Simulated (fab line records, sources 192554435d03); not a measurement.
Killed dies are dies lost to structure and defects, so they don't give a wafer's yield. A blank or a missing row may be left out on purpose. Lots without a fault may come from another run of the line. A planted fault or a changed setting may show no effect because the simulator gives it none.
A struck lot beside a sound one | flow n5_finfet | 38 steps out of a route of 1938
Sound: wafers L587.2, L587.5, L587.6. Struck: wafer L599.1. (L599.2, L599.5 of the same lot were not struck and are left out.) The cause comes at the end.
At each step with rows: each side's tool, then ch and its chambers, then its first start. Under that, the readings that differ: sound wafers | struck wafers | difference of the means | sigmas: that difference in standard deviations of wafers without a fault.
alike: readings whose means differ by less than 2 such deviations, and words and numbers that are the same on both sides. not compared: withheld readings, readings that some wafer has no value for, bounds like >300 that may hide the same value, and numbers for which the record gives no deviation and whose values overlap.
The two part at a step that has a row with sigmas, a row that says differs or no value, or rows on one side only. Numbers that don't overlap but have no deviation are shown without sigmas and don't part them. A reading that every wafer of one side lacks parts them only if that side has two wafers or more.

first, 9 steps without rows for these wafers: N5_PMOS_HMC_CHANNEL_EPI_SRD_25 (time 30 s); N5_PMOS_HMC_CHANNEL_EPI_EPI_26 (deposits Si from SiH4/H2, target thk 3.8 nm, time 22.7 s); N5_FIN_SAQP_PRECLEAN_42 (cleans in O3/DIW, time 60 s); N5_FIN_SAQP_PRECLEAN_00 (cleans in SC1, time 60 s); N5_FIN_SAQP_PRECLEAN_44 (cleans in SC2, time 45 s); N5_FIN_SAQP_SRD_01 (time 30 s); N5_FIN_SAQP_ALD_61 (deposits SiO2, target thk 4 nm, pulse time 1 s, purge time 2 s); N5_FIN_SAQP_DENSIFY_62 (time 60 s); N5_FIN_SAQP_HM_DEP_03 (deposits SiNx from SiH4/NH3/N2, target thk 38 nm, time 33.6 s).
N5_FIN_SAQP_PECVD_47: deposits a-Si from SiH4/He, target thk 45 nm, time 36.3 s.
  sound on pecvd-03 ch 1,2, day 1 21:02; struck on pecvd-03 ch 0, day 4 20:43
  reading                         | sound          | struck | difference | sigmas
  showerhead_plenum_p_Torr (Torr) | 5.62 5.63 5.64 | 5.72   | +0.09      | +2
  alike: heater_power_w, showerhead_vpp_V, throttle_valve_pct
  not compared: since_wet_clean_h
then, 25 steps without rows for these wafers: N5_FIN_SAQP_PECVD_48 (deposits SiNx from SiH4/NH3/N2, target thk 25 nm, time 22.1 s); N5_FIN_SAQP_PECVD_06 (deposits a-Si from SiH4/He, target thk 60 nm, time 48.1 s); N5_FIN_SAQP_HM_DEP_72 (deposits SiO2 from SiH4/N2O, target thk 12 nm, time 7.2 s); N5_FIN_SAQP_COAT_49 (time 60 s, resist thk 100 nm); N5_FIN_SAQP_COAT_50 (time 60 s, resist thk 35 nm); N5_FIN_SAQP_COAT_10 (resist thk 90 nm); N5_FIN_SAQP_EBR_12; N5_FIN_SAQP_SOFTBAKE_11 (time 60 s); N5_FIN_SAQP_EXPOSE_13 (exposes mask FIN CORE, target cd 35.6 nm); N5_FIN_SAQP_PEB_14 (peb time 60 s); N5_FIN_SAQP_DEVELOP_15 (develop time 30 s); N5_FIN_SAQP_DESCUM_21 (chemistry O2, time 7.9 s); N5_FIN_SAQP_ETCH_51 (etches SiARC in CF4, target depth 45.5 nm, time 75.8 s); N5_FIN_SAQP_ETCH_52 (etches SOC in N2/H2, target depth 100 nm, overetch 20 nm, time 150 s); N5_FIN_SAQP_STRIP_53 (strips in N2/H2); N5_FIN_SAQP_HM_OPEN_73 (chemistry CHF3/O2, target SiO2, stops on a-Si, target depth 12 nm, time 16.8 s); N5_FIN_SAQP_STRIP_74 (strips in CHF3/O2); N5_FIN_SAQP_MANDREL_ETCH_22 (etches a-Si in HBr/Cl2, stops on SiNx, target depth 60 nm, bt time 10 s, time 30 s); N5_FIN_SAQP_STRIP_55 (strips in N2/H2); N5_FIN_SAQP_STRIP_23 (strips in SPM, time 750 s); N5_FIN_SAQP_SRD_66 (time 30 s); N5_FIN_SAQP_RECESS_75 (chemistry HF/NH3, target SiO2, target depth 14.4 nm, afs cycles 3, sublimation time 60 s); N5_FIN_SAQP_SPACER1_ALD_24 (deposits SiO2, target thk 20.3 nm, pulse time 1 s, purge time 2 s); N5_FIN_SAQP_SPACER1_ETCHBACK_25 (etches SiO2 in CHF3/O2, target depth 24.4 nm, time 12.2 s); N5_FIN_SAQP_MANDREL1_REMOVE_56 (chemistry HBr/Cl2/O2, target a-Si, stops on SiNx, bt time 10 s).
N5_FIN_SAQP_MANDREL_ETCH_58: etches a-Si in HBr/Cl2, stops on SiNx, target depth 45 nm, bt time 10 s, time 27 s.
  sound on rie_si-01 ch 1,2, day 2 00:06; struck on rie_si-03 ch 0, day 5 00:13
  reading               | sound             | struck | difference | sigmas
  oes_product_au (a.u.) | 0.671 0.684 0.680 | 0.599  | -0.079     | -6
  alike: drypump_motor_current_A, throttle_valve_pct
  not compared: rf_hours_counter_h
-- the record jumps here: 6 days lie between the struck wafers' starts before and after (it left off in module FIN_SAQP and takes up again in module BEOL_M4, whose first step shown is number 1111 of the route) --
N5_BEOL_M4_RC_MEAS_101:
  sound on prober-01 ch 0, day 7 20:23; struck on prober-02 ch 0, day 11 09:22
  reading        | sound          | struck | difference | sigmas
  DIBL_N (mV/V)  | 35.9 39.3 35.1 | 31.1   | -5.7       | -2
  DIBL_P (mV/V)  | 38 40 36       | 30     | -8         | -2
  IOFF_P (nA/um) | 0.28 0.33 0.26 | 0.14   | -0.15      | -3
  SS_N (mV/dec)  | 71.6 72.7 71.6 | 69.8   | -2.2       | -3
  SS_P (mV/dec)  | 73.6 74.6 74.2 | 72.1   | -2.0       | -2
  VT_P (mV)      | -246 -243 -245 | -256   | -11        | -3
  alike: IOFF_N, ION_N, ION_P, VT_N
-- the record jumps here: 5 days lie between the struck wafers' starts before and after (it left off in module BEOL_M4 and takes up again in module PASSIVATION, whose first step shown is number 1936 of the route) --
N5_PASSIVATION_PROBE_49:
  sound on prober-01, day 12 07:43; struck on prober-01, day 15 21:25
  reading             | sound    | struck | difference | sigmas
  killed_at_front_end | 40 37 20 | 79     | +47        | +4
  killed_on_rim       | 16 7 9   | 32     | +21        | +5
  alike: defect_limited_yield, killed_at_M0_to_M3, killed_at_M4_up, killed_at_contacts, killed_at_other, killed_dies, killed_open, killed_short, sort_bin_5_function, sort_bin_6_memory, sort_n_pass, sort_yield_pct

WHERE THEY PART
First at N5_FIN_SAQP_PECVD_47; last, within this record, at N5_PASSIVATION_PROBE_49.

WHY: what the simulator had put in
Site profile drift: pecvd-03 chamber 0, from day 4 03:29 on, at N5_FIN_SAQP_PECVD_47. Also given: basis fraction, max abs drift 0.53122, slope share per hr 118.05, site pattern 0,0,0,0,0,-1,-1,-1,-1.
